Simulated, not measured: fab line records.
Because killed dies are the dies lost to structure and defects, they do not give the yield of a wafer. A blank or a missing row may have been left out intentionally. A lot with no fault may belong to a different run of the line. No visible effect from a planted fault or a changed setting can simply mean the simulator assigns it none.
fab line records    flow n5Finfet
record: lots: 7  wafers: 21
route steps=1938 shown BEOL_M2@879 BEOL_M3@950 BEOL_M4@1040 BEOL_M5@1142
startH: hours from the record's opening day to when the first of the lot's shown wafers began    waitH: hours since the lot's step before    " identical to the entry in the row above    L1.1+2: several wafers, shown together as one row    - no value present, or no start provided    * or withheld: withheld    < > ~ a bound
route shown NAME@n: NAME is a module with steps in the file, n the number in the route of the first one    usual: mean and standard deviation over wafers with no fault    same: alike in all rows    chamber/n: place in a boat    sites: each site's reading    _std_site: standard deviation across them    _edge_site: outer sites' mean less inner sites'    radiusMm: how far each site lies from the wafer's centre    mask NAME#n: copy n    behind: the last tool/chamber to shape the wafer    hold: what put the lot on hold/how long, in hours/how the hold closed    device: transistor that didn't switch, given as n, p or np    end of line: at the end of the route, the tests of the same wafers    for a step that has no rows: nothing shown but its recipe    killed: the dies lost at the first sort to structure and to defects; this is not the yield of the wafer    map: dies across one wafer; x = killed, . = not, _ = none there
set.NAME: the run value of the setting; set.NAME@STEP: its run value at that earlier step    model.NAME: the simulator's own value behind a step, which no gauge read
lots run with intentionally changed settings; tables by step, rows by wafer
== steps ==
step: N5_BEOL_M2_DESCUM_33
recipe: chemistry: O2  timeS: 7  sourcePowerW: 50  biasPowerW: 20  pressureMtorr: 20  rfFrequencyHz: 2.712e+07  tempC: 40  resist: CAR-EUV  o2FlowSccm: 225
lot.wafer   tool        chamber  startH  waitH  set.timeS  model.CAR-EUV_of_BEOL_M2_COAT_22.thkNm
L079.3      rieDiel-05  2        173.36  0.5    5.873      26.8
L079.4+6    "           0        "       "      7          26.2
L081.1      rieDiel-06  2        187.65  0.0    5.815      26.8
L081.2+4    "           0,3      "       "      7          26.2
L088.1+3    rieDiel-06  0,1      217.58  0.0    7.622      26
L088.4      "           3        "       "      7          26.2
L091.2+5    rieDiel-04  3,0      245.45  0.0    7          26
L091.3      "           2        "       "      7          26.2
L094.3+4+6  rieDiel-06  0,2,0    264.51  0.0    7          26
L096.3      rieDiel-06  1        267.66  0.0    7          26
L096.4+6    "           0,3      "       "      7          26.2
L095.2+3+6  rieDiel-04  0,3,2    267.83  0.0    7          26
step: N5_BEOL_M2_ETCH_77
recipe: chemistry: N2/H2  target: underlayer  targetDepthA: 65  maskMaterial: CAR-EUV  timeS: 5.2  ionEnergyEv: 200  pressureMtorr: 30  sourceW: 840  biasW: 150  n2FlowSccm: 200  h2FlowSccm: 200  ends: cleared
step: N5_BEOL_M2_ETCH_69
recipe: chemistry: CF4  target: SiARC  targetDepthA: 156  maskMaterial: CAR-EUV  timeS: 26  ionEnergyEv: 80  pressureMtorr: 40  sourceW: 545  biasW: 36  Ar_flow_sccm: 100  cf4FlowSccm: 100  ends: cleared
lot.wafer   tool        chamber  startH  waitH  set.timeS@BEOL_M2_DESCUM_33  model.CAR-EUV_of_BEOL_M2_COAT_22.thkNm
L079.3      rieDiel-05  2        173.42  0.0    5.873                        11.8
L079.4+6    "           0        "       "      7                            11.2
L081.1      rieDiel-06  2        187.70  0.0    5.815                        11.8
L081.2      "           0        "       "      7                            11.4
L081.4      "           3        "       "      7                            11.2
L088.1      rieDiel-06  0        217.63  0.0    7.622                        11.2
L088.3      "           1        "       "      7.622                        11
L088.4      "           3        "       "      7                            11.4
L091.2+3+5  rieDiel-04  3,2,0    245.50  0.0    7                            11.2
L094.3+4+6  rieDiel-06  0,2,0    264.56  0.0    7                            11.2
L096.3      rieDiel-06  1        267.72  0.0    7                            11
L096.4      "           0        "       "      7                            11.4
L096.6      "           3        "       "      7                            11.2
L095.2      rieDiel-04  0        267.89  0.0    7                            11
L095.3+6    "           3,2      "       "      7                            11.2
step: N5_BEOL_M2_ALD_98
recipe: material: SiO2  targetThkA: 25  tempC: 100  aldPrecursorFamily: BDEAS  aldCoReactant: O2-plasma  pulseTimeS: 1  coReactantPulseTimeS: 1  purgeTimeS: 2  coReactantPurgeTimeS: 2  aldCycles: 17  pressureTorr: 2
step: N5_BEOL_M2_ETCHBACK_99
recipe: chemistry: CHF3  target: SiO2  targetDepthA: 50  timeS: 10.4  sourceW: 215  biasW: 47  Ar_flow_sccm: 200  CHF3_flow_sccm: 12  ionEnergyEv: 100  pressureMtorr: 30
lot.wafer   tool        chamber  startH  waitH  set.timeS@BEOL_M2_DESCUM_33  model.CAR-EUV_of_BEOL_M2_COAT_22.thkNm
L079.3      rieDiel-06  3        175.99  2.0    5.873                        11.2
L079.4+6    "           1,3      "       "      7                            10.6
L081.1      rieDiel-05  3        190.58  2.3    5.815                        11.2
L081.2      "           1        "       "      7                            10.8
L081.4      "           0        "       "      7                            10.4
L088.1      rieDiel-04  2        220.06  2.3    7.622                        10.4
L088.3      "           0        "       "      7.622                        10.2
L088.4      "           3        "       "      7                            10.6
L091.2+3+5  rieDiel-04  0,2,2    248.88  3.0    7                            10.4
L094.3+4+6  rieDiel-06  0,1,2    265.46  0.8    7                            10.4
L096.3      rieDiel-05  2        268.85  1.0    7                            10.4
L096.4      "           0        "       "      7                            10.8
L096.6      "           2        "       "      7                            10.6
L095.2+3+6  rieDiel-06  2,3,2    269.04  1.0    7                            10.4
step: N5_BEOL_M2_TRENCH_ETCH_37
recipe: chemistry: C4F6/O2  targetDepthA: 555.55  target: SiOC  timeS: 29.2  ionEnergyEv: 250  pressureMtorr: 30  sourceW: 355  biasW: 185  Ar_flow_sccm: 300  C4F6_flow_sccm: 10  O2_flow_sccm: 10
lot.wafer  tool        chamber  startH  waitH  set.timeS  model.BEOL_M2.featureDepthNm  model.etch.depthNm
L079.3     rieDiel-06  3        -       -      29.2       55.8                          55.85
L079.4     "           1        "       "      33.16      67                            67
L079.6     "           3        "       "      33.16      63                            63.01
L081.1     rieDiel-05  3        -       -      29.2       54.2                          54.23
L081.2     "           1        "       "      34.66      67.6                          67.53
L081.4     "           0        "       "      29.2       55                            55.08
L088.1     rieDiel-04  2        -       -      29.2       56                            56.08
L088.3     "           0        "       "      29.2       55.4                          55.46
L088.4     "           3        "       "      29.2       56                            56.02
L091.2     rieDiel-04  0        -       -      29.2       54.4                          54.32
L091.3     "           2        "       "      29.2       55.8                          55.82
L091.5     "           2        "       "      29.2       55.6                          55.57
L094.3     rieDiel-06  0        -       -      29.2       54.6                          54.67
L094.4     "           1        "       "      27.37      53.4                          53.48
L094.6     "           2        "       "      29.2       55.4                          55.49
L096.3     rieDiel-05  2        -       -      29.2       55.4                          55.43
L096.4     "           0        "       "      29.2       54.8                          54.73
L096.6     "           2        "       "      29.2       55.4                          55.3
L095.2     rieDiel-06  2        -       -      34.1       64.6                          64.59
L095.3     "           3        "       "      29.2       55.8                          55.83
L095.6     "           2        "       "      29.2       55.4                          55.33
step: N5_BEOL_M2_ETCH_41
recipe: chemistry: CH3F/O2  target: SiCN  targetDepthA: 299  taperDeg: 2  timeS: 52.5  ionEnergyEv: 120  maskMaterial: TiN  pressureMtorr: 30  sourceW: 395  biasW: 75  Ar_flow_sccm: 150  CH3F_flow_sccm: 30  O2_flow_sccm: 20
step: N5_BEOL_M2_STRIP_97
recipe: chemistry: N2/H2  timeS: 10  powerW: 450  tempC: 40  pressureMtorr: 20  rfFrequencyHz: 6e+07  biasPowerW: 7  n2FlowSccm: 200  h2FlowSccm: 200
step: N5_BEOL_M2_OCD_MEAS_38
usual: trenchDepthNm: 55.7/1.2
lot.wafer  tool    chamber  startH  waitH  set.timeS@BEOL_M2_TRENCH_ETCH_37  trenchDepthNm
L079.3     ocd-01  -        176.38  -      29.2                              56.1
L079.4     "       -        "       "      33.16                             67.1
L079.6     "       -        "       "      33.16                             62.0
L081.1     ocd-02  -        190.98  -      29.2                              54.4
L081.2     "       -        "       "      34.66                             66.9
L081.4     "       -        "       "      29.2                              55.2
L088.1     ocd-02  -        220.45  -      29.2                              56.0
L088.3     "       -        "       "      29.2                              55.3
L088.4     "       -        "       "      29.2                              56.1
L091.2     ocd-01  -        249.29  -      29.2                              53.9
L091.3     "       -        "       "      29.2                              55.8
L091.5     "       -        "       "      29.2                              55.5
L094.3     ocd-02  -        265.86  -      29.2                              54.4
L094.4     "       -        "       "      27.37                             53.4
L094.6     "       -        "       "      29.2                              55.6
L096.3     ocd-01  -        269.24  -      29.2                              55.6
L096.4     "       -        "       "      29.2                              54.8
L096.6     "       -        "       "      29.2                              55.5
L095.2     ocd-01  -        269.44  -      34.1                              64.6
L095.3     "       -        "       "      29.2                              55.3
L095.6     "       -        "       "      29.2                              55.9
step: N5_BEOL_M2_HM_STRIP_39
recipe: chemistry: peroxideTinStrip  material: TiN  targetDepthA: 250  tempC: 50  timeS: 158
step: N5_BEOL_M2_SRD_40
recipe: timeS: 30  tempC: 23  rinseLiquid: diw  dry: ipaMarangoni
step: N5_BEOL_M2_ECD_50
recipe: material: Cu  targetThkA: 3000
step: N5_BEOL_M2_ANNEAL_51
recipe: tempC: 225  timeS: 90  ambient: N2
step: N5_BEOL_M2_CMP_52
recipe: stopOn: SiOC  tOverpolishS: 6.8  downForcePsi: 1  platenRpm: 50  clearingPlatenDownForcePsi: 1.5  clearingPlatenRpm: 50  postCmpClean: cuAlkaline  targetThkNm: 40  clearingPlatenPadVelocityMS: 0.99484  padVelocityMS: 0.99484
lot.wafer  tool    chamber  startH  waitH  set.timeS@BEOL_M2_TRENCH_ETCH_37  model.Cu_of_BEOL_M2_ECD_50.thkNm
L079.3     cmp-03  2        181.71  0.2    29.2                              40
L079.4     "       1        "       "      33.16                             50.6
L079.6     "       2        "       "      33.16                             48.4
L081.1     cmp-01  2        195.15  0.3    29.2                              36.6
L081.2     "       3        "       "      34.66                             51
L081.4     "       0        "       "      29.2                              38
L088.4     cmp-03  3        223.73  0.1    29.2                              41.8
L088.1     "       0        "       "      29.2                              41
L088.3     "       2        "       "      29.2                              40.8
L091.3     cmp-03  2        253.00  0.3    29.2                              41.4
L091.2+5   "       3,2      "       "      29.2                              40.8
L094.3     cmp-02  2        269.42  0.2    29.2                              42.2
L094.4     "       0        "       "      27.37                             37.4
L094.6     "       1        "       "      29.2                              39.4
L095.2     cmp-03  2        273.06  0.2    34.1                              49.4
L095.3+6   "       3        "       "      29.2                              39.6
L096.4     cmp-01  2        274.76  0.2    29.2                              38
L096.3+6   "       3,0      "       "      29.2                              37.4
step: N5_BEOL_M2_THK_MEAS_53
recipe: thkMeasGauge: xrf  reads: Cu_of_BEOL_M2_ECD_50
usual: M2_THK: 40.2/1.7
lot.wafer  tool          chamber  startH  waitH  set.timeS@BEOL_M2_TRENCH_ETCH_37  M2_THK[nm]
L079.3     filmMetro-02  -        182.01  -      29.2                              40.2
L079.4     "             -        "       "      33.16                             50.7
L079.6     "             -        "       "      33.16                             48.4
L081.1     filmMetro-02  -        195.45  -      29.2                              36.5
L081.2     "             -        "       "      34.66                             51.1
L081.4     "             -        "       "      29.2                              37.7
L088.1     filmMetro-02  -        224.02  -      29.2                              41.6
L088.3     "             -        "       "      29.2                              41.1
L088.4     "             -        "       "      29.2                              42.1
L091.2     filmMetro-02  -        253.26  -      29.2                              41.1
L091.3     "             -        "       "      29.2                              42.0
L091.5     "             -        "       "      29.2                              41.2
L094.3     filmMetro-02  -        269.68  -      29.2                              42.2
L094.4     "             -        "       "      27.37                             37.6
L094.6     "             -        "       "      29.2                              39.5
L095.2     filmMetro-01  -        273.36  -      34.1                              49.6
L095.3     "             -        "       "      29.2                              39.8
L095.6     "             -        "       "      29.2                              39.9
L096.3     filmMetro-02  -        274.98  -      29.2                              37.6
L096.4     "             -        "       "      29.2                              38.1
L096.6     "             -        "       "      29.2                              37.5
step: N5_BEOL_M2_PRE_CLEAN_60
recipe: gas: NH3/H2  timeS: 15  tempC: *  rfPowerW: 300
step: N5_BEOL_M2_CO_CAP_55
recipe: material: Co  targetThkA: 20  tempC: 200  precursor: CCTBA/H2  pressureTorr: 30  timeS: 102.1
step: N5_BEOL_M2_PRE_CLEAN_56
recipe: gas: NH3  timeS: 15  tempC: withheld  rfPowerW: 300
step: N5_BEOL_M2_DEP_57
recipe: material: SiCN  targetThkA: 80  tempC: withheld  precursor: 3MS/NH3  pressureTorr: 3  rfW: 202  timeS: 14
step: N5_BEOL_M2_RS_MEAS_58
recipe: thkMeasGauge: four-point-probe  reads: Co_of_BEOL_M2_CO_CAP_55+Cu_of_BEOL_M2_ECD_50+Co_of_BEOL_M2_CVD_47+TaN_of_BEOL_M2_ALD_84
usual: M2_RS: 0.67/0.035
lot.wafer  tool          chamber  startH  waitH  set.timeS@BEOL_M2_TRENCH_ETCH_37  M2_RS[ohm/sq]
L079.3     filmMetro-01  -        182.27  0.1    29.2                              0.67
L079.4     "             -        "       "      33.16                             0.50
L079.6     "             -        "       "      33.16                             0.53
L081.1     filmMetro-01  -        195.71  0.0    29.2                              0.75
L081.2     "             -        "       "      34.66                             0.49
L081.4     "             -        "       "      29.2                              0.71
L088.1     filmMetro-02  -        224.34  0.0    29.2                              0.65
L088.3     "             -        "       "      29.2                              0.65
L088.4     "             -        "       "      29.2                              0.63
L091.2     filmMetro-02  -        253.52  0.1    29.2                              0.65
L091.3     "             -        "       "      29.2                              0.64
L091.5     "             -        "       "      29.2                              0.65
L094.3     filmMetro-02  -        269.94  0.1    29.2                              0.62
L094.4     "             -        "       "      27.37                             0.73
L094.6     "             -        "       "      29.2                              0.68
L095.2     filmMetro-02  -        273.69  0.1    34.1                              0.51
L095.3     "             -        "       "      29.2                              0.68
L095.6     "             -        "       "      29.2                              0.68
L096.3     filmMetro-02  -        275.24  0.1    29.2                              0.73
L096.4     "             -        "       "      29.2                              0.72
L096.6     "             -        "       "      29.2                              0.73
step: N5_BEOL_M3_ETCH_64
recipe: chemistry: N2/H2  target: SOC  targetDepthA: 750  overetchA: 150  maskMaterial: SiARC  tempC: 40  timeS: 112.5  ionEnergyEv: 200  pressureMtorr: 30  sourceW: 840  biasW: 150  n2FlowSccm: 200  h2FlowSccm: 200
usual: rfVppV: 523.3/2.3
lot.wafer  tool        chamber  startH  waitH  set.biasW  rfVppV
L079.3     rieDiel-02  0        183.34  0.0    137.6      497.0
L079.4     "           1        "       "      137.6      492.9
L079.6     "           1        "       "      150        521.1
L081.1     rieDiel-03  3        197.81  0.0    150        519.7
L081.2     "           0        "       "      150        526.7
L081.4     "           1        "       "      150        521.4
L088.1     rieDiel-01  0        226.88  0.0    150        524.5
L088.3     "           3        "       "      150        519.7
L088.4     "           1        "       "      123.9      463.6
L091.2     rieDiel-01  0        256.25  0.0    150        522.6
L091.3     "           1        "       "      133.9      484.6
L091.5     "           3        "       "      133.9      483.7
L094.3     rieDiel-03  0        271.42  0.0    150        525.8
L094.4     "           2        "       "      150        523.0
L094.6     "           2        "       "      137.7      495.4
L095.2     rieDiel-02  3        275.10  0.0    150        523.7
L095.3     "           2        "       "      150        523.0
L095.6     "           2        "       "      161.2      548.5
L096.3     rieDiel-03  3        278.08  0.0    150        519.8
L096.4     "           0        "       "      150        526.8
L096.6     "           0        "       "      150        527.8
step: N5_BEOL_M3_COAT_22
recipe: resist: CAR-EUV  spinRpm: 1500  resistThkNm: 30
lot.wafer   tool           chamber  startH  waitH  set.spinRpm  model.CAR-EUV_of_BEOL_M3_COAT_22.thkNm
L079.3+6    lithoTrack-01  0        -       -      1622         29
L079.4      "              0        "       "      1500         30
L081.1+2    lithoTrack-04  0        -       -      1610         29
L081.4      "              0        "       "      1500         30
L088.1      lithoTrack-04  0        -       -      1500         30
L088.3      "              0        "       "      1587         29.2
L088.4      "              0        "       "      1587         29.4
L091.2+3    lithoTrack-01  0        -       -      1409         31
L091.5      "              0        "       "      1500         30
L094.3+4+6  lithoTrack-05  0        -       -      1500         30
L095.2      lithoTrack-04  0        -       -      1500         29.8
L095.3+6    "              0        "       "      1359         31.4
L096.3+4+6  lithoTrack-01  0        -       -      1500         30
step: N5_BEOL_M3_EBR_24
recipe: solvent: PGMEA  ebrWidthMm: 1.5
step: N5_BEOL_M3_SOFTBAKE_23
recipe: tempC: 110  timeS: 60  resist: CAR-EUV
step: N5_BEOL_M3_EXPOSE_25
recipe: maskId: V2  na: 0.33  sourceShape: quasar  sigmaInner: 0.2  sigmaOuter: 0.8  polarization: unpolarized  defocusNm: 5  doseMj: 63
step: N5_BEOL_M3_PEB_26
recipe: pebTempC: 100  pebTimeS: 60  resist: CAR-EUV
step: N5_BEOL_M3_DEVELOP_27
recipe: developTimeS: 30  developer: TMAH  resist: CAR-EUV  rinseLiquid: surfactantRinse  dry: airSpin  devTempC: 23
lot.wafer   tool           chamber  startH  waitH  set.spinRpm@BEOL_M3_COAT_22  model.CAR-EUV_of_BEOL_M3_COAT_22.thkNm
L079.3+6    lithoTrack-01  0        -       -      1622                         28.4
L079.4      "              0        "       "      1500                         29.6
L081.1      lithoTrack-01  0        -       -      1610                         28.6
L081.2      "              0        "       "      1610                         28.4
L081.4      "              0        "       "      1500                         29.6
L088.1      lithoTrack-04  0        -       -      1500                         29.6
L088.3+4    "              0        "       "      1587                         28.8
L091.2+3    lithoTrack-04  0        -       -      1409                         30.4
L091.5      "              0        "       "      1500                         29.6
L094.3+4+6  lithoTrack-01  0        -       -      1500                         29.6
L095.2      lithoTrack-05  0        -       -      1500                         29.4
L095.3+6    "              0        "       "      1359                         30.8
L096.3+6    lithoTrack-01  0        -       -      1500                         29.6
L096.4      "              0        "       "      1500                         29.4
step: N5_BEOL_M4_ETCH_64
recipe: chemistry: N2/H2  target: SOC  targetDepthA: 750  overetchA: 225  maskMaterial: SiARC  tempC: 40  timeS: 121.9  ionEnergyEv: 200  pressureMtorr: 30  sourceW: 840  biasW: 150  n2FlowSccm: 200  h2FlowSccm: 200
usual: rfVppV: 525.2/2.4
lot.wafer  tool        chamber  startH  waitH  set.biasW  rfVppV  model.SiARC_of_BEOL_M4_COAT_62.thkNm
L079.3     rieDiel-04  1        190.75  0.0    159        545.7   6.2
L079.4     "           3        "       "      150        525.1   6.2
L079.6     "           1        "       "      150        526.9   6.6
L081.1     rieDiel-05  0        207.29  0.0    150        527.5   6.4
L081.2     "           1        "       "      159.4      548.9   5.8
L081.4     "           2        "       "      150        522.6   6.2
L088.1     rieDiel-04  0        238.58  0.0    150        520.6   6.2
L088.3     "           2        "       "      173.4      577.8   5.2
L088.4     "           2        "       "      150        527.9   6.2
L091.2     rieDiel-05  3        271.16  0.0    124.6      467.7   7.6
L091.3     "           1        "       "      150        525.3   6.2
L091.5     "           1        "       "      124.6      468.8   7.6
L094.3     rieDiel-04  0        283.08  0.0    150        522.0   6.2
L094.4     "           1        "       "      160.8      549.3   6
L094.6     "           3        "       "      160.8      547.7   5.8
L096.3     rieDiel-05  1        289.96  0.0    150        526.2   6.4
L096.4     "           0        "       "      150        528.4   6.6
L096.6     "           1        "       "      150        525.7   6.2
L095.2     rieDiel-05  0        293.72  0.0    150        526.9   6.4
L095.3     "           3        "       "      135.2      491.7   7.2
L095.6     "           2        "       "      135.2      487.4   6.8
step: N5_BEOL_M4_COAT_22
recipe: resist: CAR-EUV  spinRpm: 1500  resistThkNm: 30
lot.wafer   tool           chamber  startH  waitH  set.spinRpm  model.CAR-EUV_of_BEOL_M4_COAT_22.thkNm
L079.3+6    lithoTrack-04  0        -       -      1500         30
L079.4      "              0        "       "      1573         29.2
L081.1+2+4  lithoTrack-03  0        -       -      1500         30
L088.1+4    lithoTrack-04  0        -       -      1500         30
L088.3      "              0        "       "      1363         31.4
L091.2      lithoTrack-03  0        -       -      1455         30.4
L091.3+5    "              0        "       "      1500         30
L094.3+4    lithoTrack-02  0        -       -      1500         30
L094.6      "              0        "       "      1348         31.6
L096.3      lithoTrack-03  0        -       -      1500         29.8
L096.4+6    "              0        "       "      1500         30
L095.2      lithoTrack-04  0        -       -      1613         28.8
L095.3      "              0        "       "      1500         30
L095.6      "              0        "       "      1500         29.8
step: N5_BEOL_M4_EBR_24
recipe: solvent: PGMEA  ebrWidthMm: 1.5
step: N5_BEOL_M4_SOFTBAKE_23
recipe: tempC: 110  timeS: 60  resist: CAR-EUV
step: N5_BEOL_M4_EXPOSE_25
recipe: maskId: V3  na: 0.33  sourceShape: quasar  sigmaInner: 0.2  sigmaOuter: 0.8  polarization: unpolarized  defocusNm: 5  doseMj: 63
step: N5_BEOL_M4_PEB_26
recipe: pebTempC: 100  pebTimeS: 60  resist: CAR-EUV
step: N5_BEOL_M4_DEVELOP_27
recipe: developTimeS: 30  developer: TMAH  resist: CAR-EUV  rinseLiquid: surfactantRinse  dry: airSpin  devTempC: 23
lot.wafer   tool           chamber  startH  waitH  set.spinRpm@BEOL_M4_COAT_22  model.CAR-EUV_of_BEOL_M4_COAT_22.thkNm
L079.3+6    lithoTrack-02  0        -       -      1500                         29.6
L079.4      "              0        "       "      1573                         28.8
L081.1+2+4  lithoTrack-03  0        -       -      1500                         29.6
L088.1+4    lithoTrack-03  0        -       -      1500                         29.4
L088.3      "              0        "       "      1363                         31
L091.2      lithoTrack-04  0        -       -      1455                         30
L091.3+5    "              0        "       "      1500                         29.4
L094.3+4    lithoTrack-04  0        -       -      1500                         29.4
L094.6      "              0        "       "      1348                         31
L096.3      lithoTrack-03  0        -       -      1500                         29.4
L096.4+6    "              0        "       "      1500                         29.6
L095.2      lithoTrack-04  0        -       -      1613                         28.4
L095.3      "              0        "       "      1500                         29.6
L095.6      "              0        "       "      1500                         29.4
step: N5_BEOL_M5_COAT_22
recipe: resist: CAR-EUV  spinRpm: 1500  resistThkNm: 30
lot.wafer   tool           chamber  startH  waitH  set.spinRpm  model.CAR-EUV_of_BEOL_M5_COAT_22.thkNm
L079.3      lithoTrack-05  0        -       -      1500         30.2
L079.4+6    "              0        "       "      1450         30.6
L081.1      lithoTrack-05  0        -       -      1411         30.8
L081.2      "              0        "       "      1500         30
L081.4      "              0        "       "      1500         29.8
L088.1+4    lithoTrack-01  0        -       -      1399         31
L088.3      "              0        "       "      1500         30
L091.2      lithoTrack-05  0        -       -      1500         30
L091.3      "              0        "       "      1628         29
L091.5      "              0        "       "      1500         30.2
L094.3+4+6  lithoTrack-05  0        -       -      1500         30
L096.3+4+6  lithoTrack-05  0        -       -      1500         30
L095.2+3    lithoTrack-05  0        -       -      1421         30.8
L095.6      "              0        "       "      1500         30.2
== key ==
split: step: N5_BEOL_M2_DESCUM_33  setting: timeS  stated: 7  by: wafer
response: step: N5_BEOL_M2_DESCUM_33  reading: model.CAR-EUV_of_BEOL_M2_COAT_22.thkNm  change: -0.0346  per: 1%  r: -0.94
response: step: N5_BEOL_M2_ETCH_69  reading: model.CAR-EUV_of_BEOL_M2_COAT_22.thkNm  change: -0.0333  per: 1%  r: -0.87
response: step: N5_BEOL_M2_ETCHBACK_99  reading: model.CAR-EUV_of_BEOL_M2_COAT_22.thkNm  change: -0.036  per: 1%  r: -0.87
split: step: N5_BEOL_M2_TRENCH_ETCH_37  setting: timeS  stated: 29.2  by: wafer
response: step: N5_BEOL_M2_TRENCH_ETCH_37  reading: model.BEOL_M2.featureDepthNm  change: +0.619  per: 1%  r: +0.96
response: step: N5_BEOL_M2_TRENCH_ETCH_37  reading: model.etch.depthNm  change: +0.616  per: 1%  r: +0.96
response: step: N5_BEOL_M2_OCD_MEAS_38  reading: trenchDepthNm  change: +0.587  per: 1%  r: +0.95
response: step: N5_BEOL_M2_CMP_52  reading: model.Cu_of_BEOL_M2_ECD_50.thkNm  change: +0.668  per: 1%  r: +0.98
response: step: N5_BEOL_M2_THK_MEAS_53  reading: M2_THK  change: +0.67  per: 1%  r: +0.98
response: step: N5_BEOL_M2_RS_MEAS_58  reading: M2_RS  change: -0.0116  per: 1%  r: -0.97
split: step: N5_BEOL_M3_ETCH_64  setting: biasW  stated: 150  by: wafer
response: step: N5_BEOL_M3_ETCH_64  reading: rfVppV  change: +3.4  per: 1%  r: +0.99
split: step: N5_BEOL_M3_COAT_22  setting: spinRpm  stated: 1500  by: wafer
response: step: N5_BEOL_M3_COAT_22  reading: model.CAR-EUV_of_BEOL_M3_COAT_22.thkNm  change: -0.146  per: 1%  r: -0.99
response: step: N5_BEOL_M3_DEVELOP_27  reading: model.CAR-EUV_of_BEOL_M3_COAT_22.thkNm  change: -0.145  per: 1%  r: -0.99
split: step: N5_BEOL_M4_ETCH_64  setting: biasW  stated: 150  by: wafer
response: step: N5_BEOL_M4_ETCH_64  reading: rfVppV  change: +3.48  per: 1%  r: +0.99
response: step: N5_BEOL_M4_ETCH_64  reading: model.SiARC_of_BEOL_M4_COAT_62.thkNm  change: -0.0685  per: 1%  r: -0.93
split: step: N5_BEOL_M4_COAT_22  setting: spinRpm  stated: 1500  by: wafer
response: step: N5_BEOL_M4_COAT_22  reading: model.CAR-EUV_of_BEOL_M4_COAT_22.thkNm  change: -0.154  per: 1%  r: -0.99
response: step: N5_BEOL_M4_DEVELOP_27  reading: model.CAR-EUV_of_BEOL_M4_COAT_22.thkNm  change: -0.163  per: 1%  r: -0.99
split: step: N5_BEOL_M5_COAT_22  setting: spinRpm  stated: 1500  by: wafer
response: step: N5_BEOL_M5_COAT_22  reading: model.CAR-EUV_of_BEOL_M5_COAT_22.thkNm  change: -0.135  per: 1%  r: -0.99
